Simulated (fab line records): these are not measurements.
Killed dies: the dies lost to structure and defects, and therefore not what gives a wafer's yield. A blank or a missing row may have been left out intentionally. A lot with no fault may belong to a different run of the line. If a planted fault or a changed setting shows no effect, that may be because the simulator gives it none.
fab line records    flow n5_finfet
record: lots: 4  wafers: 12  last_day: 18
route steps=1938 shown BEOL_M2@857 BEOL_M4@1111 PASSIVATION@1936
lots that met no fault: taken from a fault-free run of the same line
start_h: hours from the record's first day to the start of the lot's first wafer shown    wait_h: how many hours have passed since the lot's step before this one    " identical to the entry in the row above    L1.1+2: one row covering several wafers at once    - no value present, or no start provided    * or withheld: withheld    < > ~ a bound
route shown NAME@n: NAME is a module with steps in the file, n the number in the route of the first one    usual: mean/standard deviation taken from wafers without a fault    same: alike in all rows    chamber/n: place in a boat    sites: the reading at each site    _std_site: standard deviation of those values    _edge_site: outer sites' mean less inner sites'    radius_mm: how far each site lies from the wafer's centre    mask NAME#n: copy n    behind: tool/chamber where the wafer was last shaped    hold: what put the lot on hold/how long, in hours/how the hold closed    device: names the non-switching transistor (n, p or np)    end of line: tests of these same wafers at the route's end    where a step has no rows: the recipe by itself    killed: not the wafer's yield, but the dies lost to structure and defects at the first sort    map: the dies of a wafer, with x for killed, . for not killed, _ for no die there
set.NAME: the run value of the setting; set.NAME@STEP: its run value at that earlier step    model.NAME: the simulator's own value behind a step, which no gauge read
a table for each step, a row for each wafer; lots at some steps of the route
services: from which hour (start_h, from the record's first day; less than 0 if before it) a tool's chamber was out of use, for how many hours, and why
== steps ==
step: N5_BEOL_M2_DESCUM_16
recipe: chemistry: O2  time_s: 7  source_power_w: 50  bias_power_w: 20  pressure_mtorr: 20  rf_frequency_hz: 2.712e+07  temp_c: 40  resist: CAR-EUV  o2_flow_sccm: 225
step: N5_BEOL_M2_ETCH_74
recipe: chemistry: N2/H2  target: underlayer  target_depth_a: 65  mask_material: CAR-EUV  time_s: 5.2  ion_energy_ev: 200  pressure_mtorr: 30  source_w: 840  bias_w: 150  n2_flow_sccm: 200  h2_flow_sccm: 200  ends: cleared
step: N5_BEOL_M2_ETCH_63
recipe: chemistry: CF4  target: SiARC  target_depth_a: 156  mask_material: CAR-EUV  time_s: 26  ion_energy_ev: 80  pressure_mtorr: 40  source_w: 545  bias_w: 36  Ar_flow_sccm: 100  cf4_flow_sccm: 100  ends: cleared
step: N5_BEOL_M2_ETCH_64
recipe: chemistry: N2/H2  target: SOC  target_depth_a: 750  overetch_a: 225  mask_material: SiARC  temp_c: 40  time_s: 121.9  ion_energy_ev: 200  pressure_mtorr: 30  source_w: 840  bias_w: 150  n2_flow_sccm: 200  h2_flow_sccm: 200
step: N5_BEOL_M2_STRIP_65
recipe: chemistry: N2/H2  temp_c: 40  n2_flow_sccm: 200  h2_flow_sccm: 200  rf_frequency_hz: 6e+07
step: N5_BEOL_M2_STRIP_75
recipe: chemistry: N2/H2  temp_c: 40  n2_flow_sccm: 200  h2_flow_sccm: 200  rf_frequency_hz: 6e+07
step: N5_BEOL_M2_STRIP_66
recipe: chemistry: CF4  resist: SiARC  power_w: 300  bias_power_w: 75  pressure_mtorr: 50  cf4_flow_sccm: 150  rf_frequency_hz: 6e+07
step: N5_BEOL_M2_HM_OPEN_17
recipe: chemistry: Cl2/BCl3  target_depth_a: 200  overetch_a: 60  target: TiN  mask_material: SOC  ion_energy_ev: 150  pressure_mtorr: 10  icp_w: 1000  bias_w: 126  Cl2_flow_sccm: 53.25  bcl3_flow_sccm: 21.75  Ar_flow_sccm: 25
step: N5_BEOL_M2_STRIP_19
recipe: chemistry: O2  power_w: 400  temp_c: 40  pressure_mtorr: 30  rf_frequency_hz: 6e+07  bias_power_w: 0  overash_fraction: 0.2  o2_flow_sccm: 225
step: N5_BEOL_M2_COAT_67
recipe: resist: SOC  temp_c: 250  time_s: 60  spin_rpm: 1500  resist_thk_nm: 60
step: N5_BEOL_M2_COAT_68
recipe: resist: SiARC  temp_c: 220  time_s: 60  spin_rpm: 1500  resist_thk_nm: 12
usual: plate_temp_C: 220.00/0.16  spin_speed_rpm: 1499.7/0.8
lot.wafer  tool            chamber  start_h  wait_h  plate_temp_C  spin_speed_rpm  model.SiARC_of_BEOL_M2_COAT_68.thk_nm
L436.1     litho_track-03  0        161.56   -       220.21        1498.9          12
L436.2     "               0        "        "       219.92        1500.0          12
L436.5     "               0        "        "       220.10        1499.0          12
L455.1     litho_track-03  0        267.11   -       219.82        1270.1          13
L455.2     "               0        "        "       219.94        1270.2          13
L455.4     "               0        "        "       220.11        1271.4          13
L454.1     litho_track-03  0        269.20   -       220.24        1269.7          13
L454.3     "               0        "        "       220.11        1271.5          13
L454.4     "               0        "        "       220.51        1270.6          13
L456.3     litho_track-05  0        280.76   -       220.43        1498.9          12
L456.4     "               0        "        "       219.90        1499.6          12
L456.6     "               0        "        "       220.00        1500.1          12
step: N5_BEOL_M2_COAT_76
recipe: resist: underlayer  temp_c: 205  time_s: 60  spin_rpm: 1500  resist_thk_nm: 5
step: N5_BEOL_M2_COAT_22
recipe: resist: CAR-EUV  spin_rpm: 1500  resist_thk_nm: 30
step: N5_BEOL_M2_EBR_24
recipe: solvent: PGMEA  ebr_width_mm: 1.5
step: N5_BEOL_M2_SOFTBAKE_23
recipe: temp_c: 110  time_s: 60  resist: CAR-EUV
step: N5_BEOL_M2_EXPOSE_25
recipe: mask_id: V1  na: 0.33  source_shape: quasar  sigma_inner: 0.2  sigma_outer: 0.8  polarization: unpolarized  defocus_nm: 5  dose_mj: 63
step: N5_BEOL_M2_PEB_26
recipe: peb_temp_c: 100  peb_time_s: 60  resist: CAR-EUV
step: N5_BEOL_M2_DEVELOP_27
recipe: develop_time_s: 30  developer: TMAH  resist: CAR-EUV  rinse_liquid: surfactant_rinse  dry: air_spin  dev_temp_c: 23
step: N5_BEOL_M2_DESCUM_33
recipe: chemistry: O2  time_s: 7  source_power_w: 50  bias_power_w: 20  pressure_mtorr: 20  rf_frequency_hz: 2.712e+07  temp_c: 40  resist: CAR-EUV  o2_flow_sccm: 225
step: N5_BEOL_M2_ETCH_77
recipe: chemistry: N2/H2  target: underlayer  target_depth_a: 65  mask_material: CAR-EUV  time_s: 5.2  ion_energy_ev: 200  pressure_mtorr: 30  source_w: 840  bias_w: 150  n2_flow_sccm: 200  h2_flow_sccm: 200  ends: cleared
step: N5_BEOL_M2_ETCH_69
recipe: chemistry: CF4  target: SiARC  target_depth_a: 156  mask_material: CAR-EUV  time_s: 26  ion_energy_ev: 80  pressure_mtorr: 40  source_w: 545  bias_w: 36  Ar_flow_sccm: 100  cf4_flow_sccm: 100  ends: cleared
usual: bias_w: 36.01/0.098  drypump_motor_current_A: 5.7/0.48  etch_rf_on_time_s: 26.5/0.87  oes_product_au: 0.64/0.073  rf_vpp_V: 184.0/1  showerhead_plenum_p_Torr: 2.14/0.06  throttle_valve_pct: 15.73/0.23
lot.wafer  tool         chamber  start_h  wait_h  bias_w  drypump_motor_current_A  etch_rf_on_time_s  oes_product_au  rf_hours_counter_h  rf_vpp_V  showerhead_plenum_p_Torr  throttle_valve_pct  model.etch.depth_nm  model.CAR-EUV_of_BEOL_M2_COAT_22.thk_nm
L436.1     rie_diel-05  0        162.28   0.0     35.99   6.4                      28.1               0.63            158                 184.2     2.09                      15.82               12.03                11.2
L436.2     "            2        "        "       35.87   5.9                      26.0               0.61            198                 184.2     2.12                      15.67               12.01                11.2
L436.5     "            2        "        "       35.80   5.9                      25.7               0.62            -                   183.8     2.12                      15.66               12.03                11.2
L455.1     rie_diel-02  0        268.40   0.0     36.10   5.3                      27.9               0.60            228                 183.1     2.12                      16.02               13.02                10.4
L455.2     "            1        "        "       36.02   5.9                      29.4               0.59            178                 183.9     2.03                      15.57               13.03                10.4
L455.4     "            2        "        "       36.09   5.8                      29.6               0.65            -                   185.5     2.17                      15.77               13.04                10.6
L454.1     rie_diel-05  0        270.05   0.0     35.91   6.4                      30.0               0.61            193                 183.4     2.08                      15.90               13.01                10.2
L454.3     "            2        "        "       36.04   5.9                      28.1               0.59            235                 182.4     2.11                      15.74               13.02                10.2
L454.4     "            1        "        "       35.96   4.8                      29.8               0.56            240                 183.9     2.19                      16.08               13.02                10.2
L456.3     rie_diel-05  1        281.48   0.0     36.13   4.8                      27.7               0.55            245                 186.1     2.19                      16.06               12.02                11.2
L456.4     "            0        "        "       35.90   6.4                      27.4               0.61            199                 181.9     2.07                      15.89               12.05                11.2
L456.6     "            1        "        "       36.02   4.7                      27.4               0.56            -                   185.3     2.19                      16.06               11.99                11.2
step: N5_BEOL_M2_ALD_98
recipe: material: SiO2  target_thk_a: 25  temp_c: 100  ald_precursor_family: BDEAS  ald_co_reactant: O2-plasma  pulse_time_s: 1  co_reactant_pulse_time_s: 1  purge_time_s: 2  co_reactant_purge_time_s: 2  ald_cycles: 17  pressure_torr: 2
step: N5_BEOL_M2_ETCHBACK_99
recipe: chemistry: CHF3  target: SiO2  target_depth_a: 50  time_s: 10.4  source_w: 215  bias_w: 47  Ar_flow_sccm: 200  CHF3_flow_sccm: 12  ion_energy_ev: 100  pressure_mtorr: 30
usual: bias_w: 46.99/0.14  drypump_motor_current_A: 5.8/0.42  oes_product_au: 0.76/0.086  rf_vpp_V: 241/7.8  showerhead_plenum_p_Torr: 2.16/0.072  throttle_valve_pct: 17.19/0.28
lot.wafer  tool         chamber  start_h  wait_h  bias_w  drypump_motor_current_A  oes_product_au  rf_hours_counter_h  rf_vpp_V  showerhead_plenum_p_Torr  throttle_valve_pct  model.CAR-EUV_of_BEOL_M2_COAT_22.thk_nm
L436.1     rie_diel-05  1        167.53   4.6     46.89   4.8                      0.69            202                 247       2.23                      17.54               10.4
L436.2     "            2        "        "       47.13   5.9                      0.73            199                 245       2.13                      17.10               10.4
L436.5     "            1        "        "       46.82   4.8                      0.69            -                   245       2.23                      17.57               10.4
L455.1     rie_diel-01  0        275.85   7.3     46.90   6.3                      0.94            23                  230       2.31                      17.27               9.6
L455.2     "            3        "        "       46.81   5.8                      0.72            208                 240       2.12                      17.12               9.8
L455.4     "            2        "        "       47.08   5.7                      0.73            -                   249       2.20                      17.47               9.8
L454.1     rie_diel-01  2        276.35   4.9     46.99   5.7                      0.73            217                 247       2.20                      17.48               9.6
L454.3     "            3        "        "       47.16   5.8                      0.72            208                 241       2.12                      17.13               9.4
L454.4     "            0        "        "       47.23   6.3                      0.94            -                   230       2.31                      17.25               9.4
L456.3     rie_diel-02  1        282.78   0.5     47.02   5.9                      0.70            185                 247       2.04                      17.07               10.4
L456.4     "            0        "        "       46.95   5.3                      0.70            -                   225       2.12                      17.46               10.4
L456.6     "            1        "        "       46.88   5.8                      0.71            -                   246       2.04                      17.05               10.4
step: N5_BEOL_M2_ETCH_70
recipe: chemistry: N2/H2  target: SOC  target_depth_a: 800  overetch_a: 240  mask_material: SiARC  temp_c: 40  time_s: 130  ion_energy_ev: 200  pressure_mtorr: 30  source_w: 840  bias_w: 150  n2_flow_sccm: 200  h2_flow_sccm: 200
usual: bias_w: 150.0/0.43  drypump_motor_current_A: 5.8/0.43  oes_product_au: 0.56/0.058  rf_vpp_V: 524.1/2.3  showerhead_plenum_p_Torr: 2.56/0.08  throttle_valve_pct: 17.98/0.28
lot.wafer  tool         chamber  start_h  wait_h  bias_w  drypump_motor_current_A  oes_product_au  rf_hours_counter_h  rf_vpp_V  showerhead_plenum_p_Torr  throttle_valve_pct  model.SiARC_of_BEOL_M2_COAT_68.thk_nm
L436.1     rie_diel-05  1        167.57   0.0     150.0   4.7                      0.52            203                 526.6     2.62                      18.29               6
L436.2     "            2        "        "       150.0   5.9                      0.53            199                 524.3     2.50                      17.57               5.6
L436.5     "            1        "        "       150.3   4.8                      0.52            -                   527.4     2.62                      18.27               6
L455.1     rie_diel-01  0        275.89   0.0     149.8   6.3                      0.69            23                  527.9     2.71                      17.89               7
L455.2     "            3        "        "       149.7   5.7                      0.54            208                 522.9     2.52                      17.95               6.8
L455.4     "            2        "        "       150.3   5.7                      0.54            -                   526.0     2.62                      18.31               6.8
L454.1     rie_diel-01  2        276.38   0.0     149.8   5.7                      0.54            217                 527.1     2.62                      18.31               6.8
L454.3     "            3        "        "       149.6   5.7                      0.54            208                 523.0     2.52                      17.95               7
L454.4     "            0        "        "       150.1   6.3                      0.68            -                   527.8     2.71                      17.92               7
L456.3     rie_diel-02  1        282.82   0.0     149.9   5.8                      0.53            186                 520.0     2.45                      18.16               6
L456.4     "            0        "        "       149.7   5.3                      0.51            -                   522.8     2.52                      18.41               6.2
L456.6     "            1        "        "       150.2   5.8                      0.52            -                   519.5     2.45                      18.14               6
step: N5_BEOL_M2_STRIP_71
recipe: chemistry: N2/H2  temp_c: 40  n2_flow_sccm: 200  h2_flow_sccm: 200  rf_frequency_hz: 6e+07
step: N5_BEOL_M4_RC_MEAS_101
usual: DIBL_N: 36.0/2.5  DIBL_P: 36.2/3  IOFF_N: 0.16/0.044  IOFF_P: 0.21/0.049  ION_N: 671/15  ION_P: 461/8.7  SS_N: 71.5/0.72  SS_P: 73.4/0.9  VT_N: 251/4.4  VT_P: -250/4
lot.wafer  tool       chamber  start_h  wait_h  DIBL_N[mV/V]  DIBL_P[mV/V]  IOFF_N[nA/um]  IOFF_P[nA/um]  ION_N[uA/um]  ION_P[uA/um]  SS_N[mV/dec]  SS_P[mV/dec]  VT_N[mV]  VT_P[mV]
L436.1     prober-02  0        206.65   0.0     36.0          38.5          0.17           0.23           659           456           71.8          74.9          248       -248
L436.2     "          0        "        "       34.5          36.1          0.15           0.20           676           468           71.1          73.7          247       -249
L436.5     "          0        "        "       33.9          35.1          0.13           0.18           656           451           71.0          73.2          251       -252
L455.1     prober-01  0        308.34   0.0     39.0          39.1          0.20           0.29           666           460           72.7          74.2          248       -248
L455.2     "          0        "        "       35.8          35.5          0.15           0.20           658           457           71.9          72.7          252       -250
L455.4     "          0        "        "       35.1          34.9          0.14           0.19           684           470           70.8          73.6          250       -250
L454.1     prober-01  0        309.27   0.4     36.4          36.8          0.18           0.27           693           481           71.3          72.0          243       -242
L454.3     "          0        "        "       37.4          36.8          0.19           0.25           678           468           70.8          73.8          246       -246
L454.4     "          0        "        "       36.1          34.6          0.15           0.20           666           458           71.4          72.9          250       -251
L456.3     prober-02  0        319.01   0.3     30.4          29.3          0.07           0.10           638           438           70.0          71.8          261       -263
L456.4     "          0        "        "       35.3          35.9          0.12           0.18           662           456           71.2          73.4          256       -255
L456.6     "          0        "        "       33.7          33.6          0.11           0.14           660           453           71.0          73.0          256       -258
step: N5_PASSIVATION_PROBE_49
usual: defect_limited_yield: 91.7/1.4  killed_at_M0_to_M3: 31/11  killed_at_M4_up: 13/4.6  killed_at_contacts: 13/6.7  killed_at_front_end: 39/9.6  killed_at_other: 3.5/2.8  killed_dies: 98/16  killed_open: 64/11  killed_short: 33/8.5  sort_bin_5_function: 4.9/0.96  sort_bin_6_memory: 3.1/0.59  sort_bin_8_speed: 0.2/1.3  sort_n_pass: 1080/23  sort_yield_pct: 91.5/1.9
same: gross_dies: 1180  killed_at_back_side: 0  sort_bin_4_leakage[%]: 0
lot.wafer  tool       chamber  start_h  wait_h  defect_limited_yield[%]  killed_at_M0_to_M3  killed_at_M4_up  killed_at_contacts  killed_at_front_end  killed_at_other  killed_dies  killed_open  killed_short  sort_bin_5_function[%]  sort_bin_6_memory[%]  sort_bin_8_speed[%]  sort_n_pass  sort_yield_pct[%]
L436.1     prober-01  -        310.50   0.0     91.0                     29                  17               17                  42                   1                106          79           27            5.3                     3.3                   0                    1074         91.0
L436.2     prober-01  -        310.55   0.1     92.5                     23                  6                13                  43                   3                88           54           34            4.7                     2.5                   0                    1092         92.5
L436.5     prober-01  -        310.70   0.2     91.3                     26                  13               17                  47                   0                103          67           36            5.8                     2.4                   0                    1077         91.3
killed by level:class
L436.1 FIN_SAQP:geometric_particle:open=15 MOL_CONTACT_COAG:geometric_particle:open=13 FIN_SAQP:geometric_particle:short=11 BEOL_M4:geometric_particle:open=11 STI_FIN_REVEAL:geometric_particle:open=7 BEOL_M1:geometric_particle:open=7 BEOL_M3:geometric_particle:open=6 BEOL_M0_SAQP:geometric_particle:open=5
L436.2 FIN_SAQP:geometric_particle:short=11 STI_FIN_REVEAL:geometric_particle:open=10 BEOL_M3:geometric_particle:open=9 MOL_CONTACT_COAG:geometric_particle:short=7 MOL_CONTACT_COAG:geometric_particle:open=6 BEOL_M2:geometric_particle:open=6 BEOL_M0_SAQP:geometric_particle:open=4 FIN_SAQP:geometric_particle:open=3
L436.5 STI_FIN_REVEAL:geometric_particle:open=15 MOL_CONTACT_COAG:geometric_particle:open=14 FIN_SAQP:geometric_particle:short=9 BEOL_M0_SAQP:geometric_particle:open=8 BEOL_M0_SAQP:geometric_particle:short=8 BEOL_M4:geometric_particle:open=7 GATE_CUT:geometric_particle:short=6 BEOL_M2:geometric_particle:open=3
== services ==
tool         chamber  start_h  hours  kind
rie_diel-01  1        177.02   -      clean
rie_diel-01  1        177.02   -      consumable_replace:esc
rie_diel-01  1        177.02   -      consumable_replace:focus_ring
rie_diel-01  1        177.02   20.8   scheduled_down
rie_diel-01  1        177.02   20.8   vent_cycle
rie_diel-02  -        195.71   3.6    repair
rie_diel-01  0        199.26   -      clean
rie_diel-01  0        199.26   -      consumable_replace:focus_ring
rie_diel-01  0        199.26   -      consumable_replace:showerhead
rie_diel-01  0        199.26   18.1   scheduled_down
rie_diel-01  0        199.26   18.1   vent_cycle
rie_diel-05  0        203.48   8.1    repair
rie_diel-02  2        205.00   27.5   repair
rie_diel-02  0        226.35   10.5   repair
rie_diel-02  3        241.86   46.0   repair
rie_diel-05  3        243.39   -      clean
rie_diel-05  3        243.39   -      consumable_replace:focus_ring
rie_diel-05  3        243.39   13.8   scheduled_down
rie_diel-05  3        243.39   13.8   vent_cycle
rie_diel-05  -        266.00   4.0    pm
== key ==
first_sign: step: N5_BEOL_M2_COAT_68  reading: spin_speed_rpm  direction: down  sigmas: 99+  usual: *  struck: *
effect: step: N5_BEOL_M2_ETCH_69  reading: etch_rf_on_time_s  direction: up  sigmas: 3  usual: *  struck: *
model_effect: step: N5_BEOL_M2_COAT_68  value: SiARC_of_BEOL_M2_COAT_68.thk_nm  without: 12  struck: 13
model_effect: step: N5_BEOL_M2_ETCH_69  value: etch.depth_nm  without: 11.99  struck: 13.02
model_effect: step: N5_BEOL_M2_ETCHBACK_99  value: CAR-EUV_of_BEOL_M2_COAT_22.thk_nm  without: 10.4  struck: 9.6
model_effect: step: N5_BEOL_M2_ETCH_70  value: SiARC_of_BEOL_M2_COAT_68.thk_nm  without: 5.9  struck: 6.9
met_at N5_BEOL_M2_COAT_68
struck_wafers L454.1,L454.3,L454.4,L455.1,L455.2,L455.4
onset_between 161.56 267.11
fault: kind: process_parameter_drift  tool: litho_track-03  chamber: -  onset_h: 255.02  steps: N5_BEOL_M2_COAT_68  channel: spin_rpm  offset: *  shape: step  end_h: 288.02  acts_in: *  stated: *
